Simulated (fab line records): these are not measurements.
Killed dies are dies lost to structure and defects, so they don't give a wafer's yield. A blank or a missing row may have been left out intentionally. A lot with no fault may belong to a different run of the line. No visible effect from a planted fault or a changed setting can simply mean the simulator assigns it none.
Matching of chambers :: flow n5-finfet :: 4 sister chambers for N5_SD_EPI_N_DESCUM_14 on rie-diel-02
The step chemistry O2, time 7.9 s. 8 wafers are shown with their chamber, then 8 later ones without.

== WAFERS WITH THEIR CHAMBER ==
wafer: L079.5
chamber: 3
showerhead-plenum-p-Torr (Torr): 2.11
drypump-motor-current-A (A): 5.8

wafer: L079.6
chamber: 0
showerhead-plenum-p-Torr (Torr): 2.05
drypump-motor-current-A (A): 5.7

wafer: L082.2
chamber: 0
showerhead-plenum-p-Torr (Torr): 2.05
drypump-motor-current-A (A): 5.7

wafer: L082.6
chamber: 1
showerhead-plenum-p-Torr (Torr): 2.17
drypump-motor-current-A (A): 6.1

wafer: L083.2
chamber: 2
showerhead-plenum-p-Torr (Torr): 2.26
drypump-motor-current-A (A): 5.3

wafer: L083.5
chamber: 1
showerhead-plenum-p-Torr (Torr): 2.17
drypump-motor-current-A (A): 6.0

wafer: L083.6
chamber: 2
showerhead-plenum-p-Torr (Torr): 2.26
drypump-motor-current-A (A): 5.4

wafer: L086.2
chamber: 3
showerhead-plenum-p-Torr (Torr): 2.10
drypump-motor-current-A (A): 5.8

== WAFERS MISSING THEIR CHAMBER ==
wafer: L086.4
showerhead-plenum-p-Torr (Torr): 2.25
drypump-motor-current-A (A): 5.3

wafer: L086.5
showerhead-plenum-p-Torr (Torr): 2.25
drypump-motor-current-A (A): 5.3

wafer: L093.1
showerhead-plenum-p-Torr (Torr): 2.04
drypump-motor-current-A (A): 5.7

wafer: L093.2
showerhead-plenum-p-Torr (Torr): 2.25
drypump-motor-current-A (A): 5.4

wafer: L093.6
showerhead-plenum-p-Torr (Torr): 2.16
drypump-motor-current-A (A): 6.0

wafer: L097.2
showerhead-plenum-p-Torr (Torr): 2.16
drypump-motor-current-A (A): 6.0

wafer: L097.3
showerhead-plenum-p-Torr (Torr): 2.04
drypump-motor-current-A (A): 5.7

wafer: L097.5
showerhead-plenum-p-Torr (Torr): 2.25
drypump-motor-current-A (A): 5.3

== CHAMBER TAKEN BY EACH ==
wafer: L086.4
from the rows above: 2
in truth: 2

wafer: L086.5
from the rows above: 2
in truth: 2

wafer: L093.1
from the rows above: 0
in truth: 0

wafer: L093.2
from the rows above: 2
in truth: 2

wafer: L093.6
from the rows above: 1
in truth: 1

wafer: L097.2
from the rows above: 1
in truth: 1

wafer: L097.3
from the rows above: 0
in truth: 0

wafer: L097.5
from the rows above: 2
in truth: 2
8 of 8 placed correctly. From these rows, 0 cannot be placed. Placed wrongly: 0.
How it was worked out, from the rows above alone: a wafer's distance from a chamber is the root of the sum, over the readings, of the square of ((its reading less the chamber's mean) divided by the reading's scatter). If the next closest chamber is less than 2 further off than the closest, the wafer can't be placed; otherwise it belongs to the closest. The mean given for a chamber averages the wafers shown for that chamber. The scatter: the root of (the sum of the squares of (reading less its chamber's mean) over the shown wafers, divided by (wafers less chambers)).
